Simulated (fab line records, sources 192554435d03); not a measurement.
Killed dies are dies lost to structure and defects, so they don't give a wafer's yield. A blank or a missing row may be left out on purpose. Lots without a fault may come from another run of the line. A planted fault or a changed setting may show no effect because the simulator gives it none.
Which tool did it? | flow n5_finfet | 24 lots, 72 wafers sampled, at 6 steps of a route of 1938

WHAT THE GAUGES READ, wafer by wafer
N5_BEOL_M6_THK_MEAS_01.
lot  | measured     | on            | M6_ILD_THK (nm)
L074 | day 8 07:27  | film_metro-02 | 152.9 152.4 154.5
L076 | day 8 18:22  | film_metro-02 | 152.1 155.2 153.8
L075 | day 8 20:52  | film_metro-02 | 153.5 153.7 154.1
L077 | day 9 01:19  | film_metro-02 | 152.3 152.9 156.6
L078 | day 9 09:20  | film_metro-01 | 153.5 154.6 155.2
L079 | day 9 16:51  | film_metro-01 | 151.2 154.2 153.1
L081 | day 9 22:00  | film_metro-02 | 154.2 158.3 152.5
L080 | day 10 02:22 | film_metro-01 | 151.3 151.4 153.6
L082 | day 10 09:52 | film_metro-01 | 150.5 152.5 152.4
L083 | day 10 17:53 | film_metro-02 | 147.1 155.6 151.3
L084 | day 10 18:51 | film_metro-02 | 151.8 155.2 158.2
L085 | day 11 13:26 | film_metro-01 | 155.5 156.0 149.6
L086 | day 11 09:12 | film_metro-01 | 154.7 157.4 153.3
L088 | day 11 17:53 | film_metro-02 | 151.2 147.9 155.4
L087 | day 11 23:02 | film_metro-02 | 151.5 152.2 153.4
L089 | day 12 03:01 | film_metro-01 | 152.2 152.6 155.8
L091 | day 12 20:48 | film_metro-01 | 154.2 150.3 153.6
L093 | day 13 05:27 | film_metro-02 | 149.5 153.5 152.6
L090 | day 13 05:55 | film_metro-02 | 150.3 146.7 155.2
L092 | day 13 16:08 | film_metro-02 | 155.4 155.1 156.2
L094 | day 13 22:26 | film_metro-02 | 146.8 152.3 153.8
L095 | day 14 01:51 | film_metro-02 | 152.7 151.8 156.3
L096 | day 14 04:05 | film_metro-02 | 149.6 156.1 149.8
L097 | day 14 12:49 | film_metro-02 | 152.9 156.8 156.9

N5_BEOL_M6_OVL_MEAS_12.
lot  | measured     | on         | M6_OVL (nm)
L074 | day 8 08:36  | overlay-01 | 0.6 -0.8 0.2
L076 | day 8 19:30  | overlay-02 | -0.4 -0.9 -1.3
L075 | day 8 23:52  | overlay-01 | -1.2 0.0 -1.3
L077 | day 9 02:12  | overlay-01 | -0.5 -0.1 -0.4
L078 | day 9 10:04  | overlay-01 | -0.4 -0.3 0.8
L079 | day 9 19:22  | overlay-01 | -0.4 -0.8 -0.6
L081 | day 9 23:32  | overlay-02 | 0.7 0.5 0.8
L080 | day 10 03:24 | overlay-02 | 0.1 -0.4 -0.8
L082 | day 10 10:22 | overlay-02 | 0.5 1.0 1.2
L083 | day 10 19:42 | overlay-01 | -0.8 -0.4 0.2
L084 | day 10 19:56 | overlay-01 | -0.7 -1.0 -0.7
L085 | day 11 16:50 | overlay-01 | -0.6 -0.4 -0.6
L086 | day 11 10:37 | overlay-02 | -0.1 -0.8 -0.4
L088 | day 11 19:25 | overlay-02 | -0.5 -0.8 -0.7
L087 | day 11 23:53 | overlay-02 | -0.7 0.1 -0.7
L089 | day 12 05:46 | overlay-01 | -0.7 0.6 -0.4
L091 | day 12 22:11 | overlay-01 | 0.7 -0.2 0.2
L093 | day 13 06:26 | overlay-01 | 0.3 0.9 0.6
L090 | day 13 08:12 | overlay-01 | -0.6 1.0 -0.2
L092 | day 13 16:58 | overlay-01 | 0.6 0.4 0.4
L094 | day 14 01:17 | overlay-02 | -0.2 -0.3 0.0
L095 | day 14 02:41 | overlay-01 | 0.3 -0.6 0.1
L096 | day 14 05:56 | overlay-02 | 0.9 -0.7 -0.8
L097 | day 14 14:23 | overlay-02 | 0.1 -0.1 -0.3

WHICH TOOL RAN EACH LOT (tool, then ch and the chambers of the sampled wafers, then the start)
lot  | N5_BEOL_M5_ETCH_68                 | N5_BEOL_M5_DEGAS_44          | N5_BEOL_M5_ALD_86                   | N5_BEOL_M5_CO_CAP_78
L074 | rie_diel-01 ch 0,2, day 7 23:27    | pvd_sputter-03, day 8 00:31  | ald_metal-04 ch 0,2,3, day 8 00:41  | cvd_co-01 ch 1,2, day 8 06:37
L076 | rie_diel-01 ch 2,3, day 8 10:25    | pvd_sputter-01, day 8 11:23  | ald_metal-04 ch 0,2, day 8 11:32    | cvd_co-01 ch 0,1,2, day 8 17:23
L075 | rie_diel-06 ch 0,3, day 8 12:53    | pvd_sputter-03, day 8 13:56  | ald_metal-04 ch 1,2,3, day 8 14:02  | cvd_co-01 ch 1,2, day 8 20:01
L077 | rie_diel-01 ch 0,2, day 8 17:07    | pvd_sputter-02, day 8 18:20  | ald_metal-03 ch 1,2,3, day 8 18:28  | cvd_co-01 ch 0,1,2, day 9 00:23
L078 | rie_diel-03 ch 0,1,2, day 9 01:29  | pvd_sputter-02, day 9 02:39  | ald_metal-03 ch 0,2,3, day 9 02:45  | cvd_co-01 ch 0,1, day 9 08:31
L079 | rie_diel-01 ch 0,2, day 9 08:38    | pvd_sputter-02, day 9 09:35  | ald_metal-04 ch 0,2, day 9 09:41    | cvd_co-02 ch 0,1, day 9 15:59
L081 | rie_diel-06 ch 0,1, day 9 14:15    | pvd_sputter-03, day 9 15:22  | ald_metal-03 ch 1,2, day 9 15:28    | cvd_co-02 ch 1,2, day 9 21:11
L080 | rie_diel-03 ch 0,2,3, day 9 18:13  | pvd_sputter-02, day 9 19:32  | ald_metal-01 ch 0,2,3, day 9 19:38  | cvd_co-01 ch 0,1,2, day 10 01:29
L082 | rie_diel-06 ch 0,1, day 10 02:14   | pvd_sputter-03, day 10 03:05 | ald_metal-04 ch 2,3, day 10 03:12   | cvd_co-02 ch 1,2, day 10 09:01
L083 | rie_diel-03 ch 0,2,3, day 10 09:27 | pvd_sputter-03, day 10 10:46 | ald_metal-01 ch 1,2, day 10 10:57   | cvd_co-02 ch 1,2, day 10 17:03
L084 | rie_diel-06 ch 1,2,3, day 10 09:40 | pvd_sputter-02, day 10 10:55 | ald_metal-04 ch 0,1, day 10 11:01   | cvd_co-02 ch 1,2, day 10 17:32
L085 | rie_diel-03 ch 0,1,3, day 10 18:54 | pvd_sputter-01, day 10 19:59 | ald_metal-03 ch 2,3, day 10 20:06   | cvd_co-02 ch 0,1,2, day 11 12:38
L086 | rie_diel-01 ch 2,3, day 11 00:08   | pvd_sputter-03, day 11 01:00 | ald_metal-03 ch 1,2,3, day 11 01:07 | cvd_co-01 ch 0, day 11 08:17
L088 | rie_diel-06 ch 0,1,2, day 11 09:25 | pvd_sputter-03, day 11 10:25 | ald_metal-01 ch 0,2,3, day 11 10:31 | cvd_co-01 ch 0, day 11 16:54
L087 | rie_diel-06 ch 1,2,3, day 11 12:05 | pvd_sputter-02, day 11 16:08 | ald_metal-03 ch 0,1,3, day 11 16:14 | cvd_co-01 ch 0,1,2, day 11 22:13
L089 | rie_diel-06 ch 0,1,3, day 11 17:58 | pvd_sputter-03, day 11 19:16 | ald_metal-01 ch 0,2,3, day 11 19:28 | cvd_co-02 ch 0,1,2, day 12 01:55
L091 | rie_diel-03 ch 1,2,3, day 12 11:01 | pvd_sputter-02, day 12 11:53 | ald_metal-03 ch 1,2, day 12 11:59   | cvd_co-02 ch 0,1, day 12 19:58
L093 | rie_diel-03 ch 0,2,3, day 12 21:20 | pvd_sputter-03, day 12 22:30 | ald_metal-03 ch 1,2, day 12 22:36   | cvd_co-02 ch 0,1,2, day 13 04:37
L090 | rie_diel-03 ch 0,2,3, day 12 21:46 | pvd_sputter-01, day 12 22:48 | ald_metal-04 ch 0,2,3, day 12 22:54 | cvd_co-02 ch 0,2, day 13 05:06
L092 | rie_diel-01 ch 2,3, day 13 08:09   | pvd_sputter-03, day 13 09:10 | ald_metal-01 ch 0,1, day 13 09:16   | cvd_co-01 ch 0,2, day 13 15:17
L094 | rie_diel-06 ch 1,2,3, day 13 14:29 | pvd_sputter-02, day 13 15:21 | ald_metal-01 ch 1,2,3, day 13 15:35 | cvd_co-01 ch 0,1,2, day 13 21:37
L095 | rie_diel-06 ch 0,2,3, day 13 17:19 | pvd_sputter-02, day 13 18:12 | ald_metal-04 ch 0,3, day 13 18:24   | cvd_co-01 ch 0,1,2, day 14 01:02
L096 | rie_diel-03 ch 0,3, day 13 19:56   | pvd_sputter-01, day 13 21:08 | ald_metal-03 ch 0,1,2, day 13 21:14 | cvd_co-02 ch 0,2, day 14 03:16
L097 | rie_diel-01 ch 0,2,3, day 14 04:45 | pvd_sputter-01, day 14 05:40 | ald_metal-01 ch 0,3, day 14 05:46   | cvd_co-02 ch 0,1, day 14 11:59
- N5_BEOL_M5_ETCH_68: etches SOC in N2/H2, target depth 80 nm, overetch 16 nm, time 120 s.
- N5_BEOL_M5_DEGAS_44: time 60 s.
- N5_BEOL_M5_ALD_86: deposits TaN, pulse time 2 s, purge time 3 s, co reactant purge time 2 s.
- N5_BEOL_M5_CO_CAP_78: material Co, precursor CCTBA/H2, target thk 2 nm, time 102.1 s.

WHAT THE TOOLS THEMSELVES READ (means of the sampled wafers that have a number; where no wafer has one, the mark that the record gives instead)
N5_BEOL_M5_ETCH_68.
lot  | tool        | drypump_motor_current_A (A) | oes_product_au (a.u.) | rf_vpp_V (V) | showerhead_plenum_p_Torr (Torr) | temp_c (C) | throttle_valve_pct (%)
L074 | rie_diel-01 | 5.5                         | 0.55                  | 524          | 2.57                            | 40.05      | 18.07
L076 | rie_diel-01 | 5.4                         | 0.57                  | 525          | 2.62                            | 40.01      | 18.14
L075 | rie_diel-06 | 6.1                         | 0.58                  | 519          | 2.38                            | 39.97      | 17.59
L077 | rie_diel-01 | 5.5                         | 0.55                  | 524          | 2.56                            | 39.96      | 18.07
L078 | rie_diel-03 | 6.3                         | 0.55                  | 524          | 2.56                            | 39.98      | 18.05
L079 | rie_diel-01 | 5.4                         | 0.55                  | 525          | 2.60                            | 39.90      | 18.04
L081 | rie_diel-06 | 6.5                         | 0.60                  | 523          | 2.52                            | 40.05      | 17.65
L080 | rie_diel-03 | 5.9                         | 0.56                  | 525          | 2.58                            | 40.15      | 17.91
L082 | rie_diel-06 | 6.5                         | 0.62                  | 526          | 2.62                            | 40.04      | 17.73
L083 | rie_diel-03 | 6.0                         | 0.56                  | 525          | 2.58                            | 40.03      | 17.92
L084 | rie_diel-06 | 6.0                         | 0.66                  | 523          | 2.51                            | 40.01      | 17.76
L085 | rie_diel-03 | 6.1                         | 0.56                  | 522          | 2.50                            | 39.90      | 17.97
L086 | rie_diel-01 | 5.4                         | 0.57                  | 525          | 2.60                            | 39.97      | 18.34
L088 | rie_diel-06 | 6.2                         | 0.64                  | 523          | 2.53                            | 40.00      | 17.75
L087 | rie_diel-06 | 6.0                         | 0.65                  | 522          | 2.50                            | 39.90      | 17.77
L089 | rie_diel-06 | 6.3                         | 0.59                  | 522          | 2.49                            | 40.01      | 17.70
L091 | rie_diel-03 | 6.3                         | 0.54                  | 522          | 2.49                            | 39.98      | 17.91
L093 | rie_diel-03 | 5.9                         | 0.55                  | 525          | 2.57                            | 39.93      | 17.95
L090 | rie_diel-03 | 5.9                         | 0.55                  | 525          | 2.57                            | 40.08      | 17.94
L092 | rie_diel-01 | 5.4                         | 0.55                  | 525          | 2.61                            | 39.95      | 18.20
L094 | rie_diel-06 | 6.0                         | 0.63                  | 522          | 2.50                            | 40.09      | 17.79
L095 | rie_diel-06 | 6.0                         | 0.60                  | 521          | 2.41                            | 40.14      | 17.72
L096 | rie_diel-03 | 5.8                         | 0.56                  | 525          | 2.57                            | 39.94      | 18.04
L097 | rie_diel-01 | 5.4                         | 0.61                  | 524          | 2.56                            | 40.03      | 18.11

N5_BEOL_M5_DEGAS_44.
lot  | tool           | heater_power_w (W)
L074 | pvd_sputter-03 | 335
L076 | pvd_sputter-01 | 267
L075 | pvd_sputter-03 | 335
L077 | pvd_sputter-02 | 347
L078 | pvd_sputter-02 | 341
L079 | pvd_sputter-02 | 370
L081 | pvd_sputter-03 | 337
L080 | pvd_sputter-02 | 364
L082 | pvd_sputter-03 | 336
L083 | pvd_sputter-03 | 354
L084 | pvd_sputter-02 | 353
L085 | pvd_sputter-01 | 290
L086 | pvd_sputter-03 | 331
L088 | pvd_sputter-03 | 338
L087 | pvd_sputter-02 | 345
L089 | pvd_sputter-03 | 334
L091 | pvd_sputter-02 | 351
L093 | pvd_sputter-03 | 334
L090 | pvd_sputter-01 | 260
L092 | pvd_sputter-03 | 333
L094 | pvd_sputter-02 | 350
L095 | pvd_sputter-02 | 349
L096 | pvd_sputter-01 | 326
L097 | pvd_sputter-01 | 317

N5_BEOL_M5_ALD_86.
lot  | tool         | heater_power_w (W) | precursor_vessel_pressure_torr (Torr)
L074 | ald_metal-04 | 388                | 26.25
L076 | ald_metal-04 | 394                | 26.28
L075 | ald_metal-04 | 392                | 26.30
L077 | ald_metal-03 | 430                | 26.21
L078 | ald_metal-03 | 418                | 26.25
L079 | ald_metal-04 | 395                | 26.24
L081 | ald_metal-03 | 479                | 26.23
L080 | ald_metal-01 | 459                | 26.26
L082 | ald_metal-04 | 396                | 26.27
L083 | ald_metal-01 | 442                | 26.23
L084 | ald_metal-04 | 389                | 26.18
L085 | ald_metal-03 | 443                | 26.26
L086 | ald_metal-03 | 429                | 26.23
L088 | ald_metal-01 | 457                | 26.29
L087 | ald_metal-03 | 402                | 26.22
L089 | ald_metal-01 | 461                | 26.23
L091 | ald_metal-03 | 455                | 26.27
L093 | ald_metal-03 | 454                | 26.26
L090 | ald_metal-04 | 398                | 26.23
L092 | ald_metal-01 | 436                | 26.28
L094 | ald_metal-01 | 449                | 26.25
L095 | ald_metal-04 | 391                | 26.24
L096 | ald_metal-03 | 442                | 26.22
L097 | ald_metal-01 | 447                | 26.29

N5_BEOL_M5_CO_CAP_78.
lot  | tool      | heater_power_w (W)
L074 | cvd_co-01 | 237
L076 | cvd_co-01 | 236
L075 | cvd_co-01 | 252
L077 | cvd_co-01 | 239
L078 | cvd_co-01 | 217
L079 | cvd_co-02 | 247
L081 | cvd_co-02 | 249
L080 | cvd_co-01 | 237
L082 | cvd_co-02 | 250
L083 | cvd_co-02 | 255
L084 | cvd_co-02 | 256
L085 | cvd_co-02 | 256
L086 | cvd_co-01 | 217
L088 | cvd_co-01 | 216
L087 | cvd_co-01 | 235
L089 | cvd_co-02 | 254
L091 | cvd_co-02 | 252
L093 | cvd_co-02 | 255
L090 | cvd_co-02 | 259
L092 | cvd_co-01 | 232
L094 | cvd_co-01 | 239
L095 | cvd_co-01 | 237
L096 | cvd_co-02 | 260
L097 | cvd_co-02 | 250

THE ANSWER, worked out from the rows above alone
Rule: what is usual is taken from the lots themselves. Put in order of their means at a reading, lots are off if they are a third of the lots or fewer, leave a main group of 4 or more, and stand apart from it by a gap of 3 or more times the standard deviation of the main group's means; of several such gaps the widest counts. A main group whose means are all the same, to the digits that the tables above print for the reading, isn't used. A lot without any number at a reading at which 4 lots or more have one is off too. The other lots that the step has rows for count as sound. The gauges are gone through in route order, then the tools' own readings, and for those a lot's mean is taken as printed above. The first step at which some lot is off is used, and at that step the reading that is off furthest; a lot without a number counts as furthest.
No lot is off at any reading shown: from this, nothing can be told.

WHAT THE SIMULATOR HAD PUT IN
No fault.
